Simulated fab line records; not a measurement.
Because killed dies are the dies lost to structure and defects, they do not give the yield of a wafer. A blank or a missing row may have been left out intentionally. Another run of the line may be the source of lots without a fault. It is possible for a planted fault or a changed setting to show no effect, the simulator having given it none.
2 desks looking at one fault | flow n5 finfet | every desk sees just its own numbers, and what lay behind them comes last

## METROLOGY DESK
Lot by lot, what the gauges showed, no matter which tool ran the lot: averages of those sampled wafers that carry a number. If a lot's mean is further than 4 standard deviations from the usual mean, the lot is out of limits and carries the mark OUT (the distance appears in the brackets). Only the readings that lie furthest out on some lot appear, 7 of the 11 it has.
Columns: A = IOFF_N at N5_BEOL_M4_RC_MEAS_101, usual 0.160 nA/um; B = IOFF_P at N5_BEOL_M4_RC_MEAS_101, usual 0.21 nA/um; C = ION_N at N5_BEOL_M4_RC_MEAS_101, usual 675 uA/um; D = ION_P at N5_BEOL_M4_RC_MEAS_101, usual 464 uA/um; E = SS_N at N5_BEOL_M4_RC_MEAS_101, usual 71.5 mV/dec; F = VT_N at N5_BEOL_M4_RC_MEAS_101, usual 250 mV; G = VT_P at N5_BEOL_M4_RC_MEAS_101, usual -249 mV
lot  | first seen here | A     | B    | C   | D   | E    | F   | G
L765 | day 5 10:57     | 0.127 | 0.16 | 666 | 456 | 71.9 | 254 | -256
L772 | day 7 05:34     | 0.172 | 0.27 | 680 | 473 | 72.2 | 246 | -243
L774 | day 7 17:50     | 0.162 | 0.20 | 681 | 463 | 71.1 | 249 | -252
L777 | day 8 08:59     | 0.182 | 0.20 | 677 | 454 | 71.4 | 247 | -252
L779 | day 8 20:25     | 0.180 | 0.21 | 694 | 473 | 71.4 | 247 | -248
L780 | day 9 03:56     | 0.168 | 0.24 | 685 | 470 | 71.6 | 247 | -247
This desk's finding: nothing out of limits on any of the 6 lots.

## TOOL OWNER'S DESK, ald sin-01
The tool's own readings at N5_GATE_CUT_ALD_22 (deposits SiNx, target thk 16 nm, pulse time 1 s, ald cycles 320): means of the sampled wafers that have a number, for each lot that ran on this tool. If a lot's mean is further than 4 standard deviations from the usual mean, the lot is out of limits and carries the mark OUT (the distance appears in the brackets).
Columns: A = heater power w at N5_GATE_CUT_ALD_22, usual 846 W; B = precursor pulse height rel at N5_GATE_CUT_ALD_22, usual 0.998
lot  | first seen here | A   | B
L772 | day 7 03:46     | 816 | 1.020
L774 | day 7 16:02     | 877 | 0.991
L777 | day 8 07:12     | 857 | 1.001
This desk's finding: nothing out of limits on any of the 3 lots.

## ALL TOGETHER
Metrology desk: nothing out of limits seen.
The tool owner's desk saw nothing out of limits.

## WHAT THE SIMULATOR PUT IN
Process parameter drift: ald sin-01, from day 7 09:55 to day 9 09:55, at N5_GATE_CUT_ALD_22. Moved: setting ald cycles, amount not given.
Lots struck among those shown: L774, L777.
